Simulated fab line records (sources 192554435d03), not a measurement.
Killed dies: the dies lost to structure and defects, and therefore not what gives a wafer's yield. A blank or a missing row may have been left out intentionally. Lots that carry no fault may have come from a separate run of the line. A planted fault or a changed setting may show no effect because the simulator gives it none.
Chamber matching + flow n5 finfet + 4 sister chambers for N5_BEOL_M5_ETCH_62 on rie diel-06
The step etches SOC in N2/H2, target depth 75 nm, overetch 15 nm, time 112.5 s. 8 wafers are shown with their chamber, then 8 later ones without.

WAFERS PAIRED WITH THEIR CHAMBERS
| wafer  | chamber | drypump motor current A (A) | showerhead plenum p Torr (Torr) |
|--------|---------|-----------------------------|---------------------------------|
| L075.2 | 0       | 5.6                         | 2.53                            |
| L081.1 | 1       | 6.0                         | 2.64                            |
| L081.3 | 0       | 5.6                         | 2.52                            |
| L081.6 | 1       | 6.0                         | 2.64                            |
| L088.1 | 2       | 5.9                         | 2.67                            |
| L088.2 | 3       | 6.5                         | 2.59                            |
| L088.4 | 2       | 5.9                         | 2.67                            |
| L090.1 | 3       | 6.4                         | 2.59                            |

WAFERS WHOSE CHAMBER IS MISSING
| wafer  | drypump motor current A (A) | showerhead plenum p Torr (Torr) |
|--------|-----------------------------|---------------------------------|
| L090.4 | 6.5                         | 2.59                            |
| L090.6 | 5.9                         | 2.67                            |
| L093.1 | 6.0                         | 2.62                            |
| L093.4 | 5.9                         | 2.67                            |
| L093.5 | 5.9                         | 2.67                            |
| L096.1 | 5.6                         | 2.52                            |
| L096.5 | 5.9                         | 2.67                            |
| L096.6 | 6.1                         | 2.62                            |

WHICH CHAMBER EACH WENT THROUGH
| wafer  | from the rows above | in truth |
|--------|---------------------|----------|
| L090.4 | 3                   | 3        |
| L090.6 | 2                   | 2        |
| L093.1 | 1                   | 1        |
| L093.4 | 2                   | 2        |
| L093.5 | 2                   | 2        |
| L096.1 | 0                   | 0        |
| L096.5 | 2                   | 2        |
| L096.6 | 1                   | 1        |
Placed correctly: 8 of 8. From these rows, 0 cannot be placed. Placed wrongly: 0.
How it was worked out, from the rows above alone: a wafer's distance from a chamber is the root of the sum, over the readings, of the square of ((its reading less the chamber's mean) divided by the reading's scatter). The wafer belongs to the nearest chamber; if the next one is less than 2 further off, it can't be placed. A chamber's mean is the mean of its shown wafers. How the scatter is found: for the shown wafers, subtract from each reading the mean of its chamber, square and add these, divide the total by (wafers less chambers), then take the root.
